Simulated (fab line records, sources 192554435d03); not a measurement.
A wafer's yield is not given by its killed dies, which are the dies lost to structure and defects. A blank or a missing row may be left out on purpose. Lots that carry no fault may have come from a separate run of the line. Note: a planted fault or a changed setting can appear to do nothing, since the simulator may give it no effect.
A single fault, viewed from 3 desks / flow n5_finfet / every desk sees just its own numbers, and what lay behind them comes last

FOR THE TOOL OWNER'S DESK: rie_diel-05
The tool's own readings at N5_PMOS_HMC_CHANNEL_EPI_HM_OPEN_15 (chemistry CHF3/O2, target SiO2, target depth 40.6 nm, time 20.3 s): means of the sampled wafers that have a number, for each lot that ran on this tool. The brackets show how far a lot's mean lies from the usual mean; more than 4 standard deviations puts the lot out of limits, marked OUT.
Columns: A = drypump_motor_current_A at N5_PMOS_HMC_CHANNEL_EPI_HM_OPEN_15, usual 5.74 A; B = oes_product_au at N5_PMOS_HMC_CHANNEL_EPI_HM_OPEN_15, usual 0.78 a.u.; C = rf_vpp_V at N5_PMOS_HMC_CHANNEL_EPI_HM_OPEN_15, usual 526 V; D = showerhead_plenum_p_Torr at N5_PMOS_HMC_CHANNEL_EPI_HM_OPEN_15, usual 2.39 Torr; E = throttle_valve_pct at N5_PMOS_HMC_CHANNEL_EPI_HM_OPEN_15, usual 18.94 %
lot=L721; first seen here=day 2 06:17; A=5.89; B=0.75; C=531; D=2.34; E=18.97
lot=L730; first seen here=day 4 14:05; A=5.66; B=1.02; C=522; D=2.42; E=18.89
lot=L732; first seen here=day 5 00:23; A=5.89; B=0.81; C=530; D=2.34; E=19.01
Result from this desk: across the 3 lots, nothing is out of limits.

THE DEFECT DESK
Per lot, the means of the sampled wafers with a number show what the inspections along the route counted. The brackets show how far a lot's mean lies from the usual mean; more than 4 standard deviations puts the lot out of limits, marked OUT.
Columns: A = raw_defect_count at N5_PMOS_HMC_CHANNEL_EPI_INSPECT_11, usual 2.3
lot=L720; first seen here=day 1 23:32; A=1.7
lot=L721; first seen here=day 2 05:20; A=1.3
lot=L730; first seen here=day 4 13:58; A=2.3
lot=L732; first seen here=day 4 23:55; A=3.3
lot=L741; first seen here=day 7 05:19; A=1.3
lot=L742; first seen here=day 7 11:17; A=1.7
Result from this desk: across the 6 lots, nothing is out of limits.

THE METROLOGY DESK
Lot by lot, what the gauges showed, no matter which tool ran the lot: averages of those sampled wafers that carry a number. The brackets show how far a lot's mean lies from the usual mean; more than 4 standard deviations puts the lot out of limits, marked OUT.
Columns: A = cd_nm at N5_PMOS_HMC_CHANNEL_EPI_CD_MEAS_09, usual 237.8 nm; B = PMOS_HMC_BLK_OVL at N5_PMOS_HMC_CHANNEL_EPI_OVL_MEAS_10, usual 0.0 nm
lot=L720; first seen here=day 1 23:29; A=237.7; B=-0.0
lot=L721; first seen here=day 2 05:17; A=237.8; B=0.5
lot=L730; first seen here=day 4 13:55; A=237.5; B=0.4
lot=L732; first seen here=day 4 23:52; A=238.1; B=-1.1
lot=L741; first seen here=day 7 05:16; A=237.3; B=0.4
lot=L742; first seen here=day 7 11:14; A=236.4; B=0.3
Result from this desk: across the 6 lots, nothing is out of limits.

BROUGHT TOGETHER
Nothing out of limits was seen by the tool owner's desk.
Nothing out of limits was seen by the defect desk.
Nothing out of limits was seen by the metrology desk.

WHAT THE SIMULATOR HAD INSERTED
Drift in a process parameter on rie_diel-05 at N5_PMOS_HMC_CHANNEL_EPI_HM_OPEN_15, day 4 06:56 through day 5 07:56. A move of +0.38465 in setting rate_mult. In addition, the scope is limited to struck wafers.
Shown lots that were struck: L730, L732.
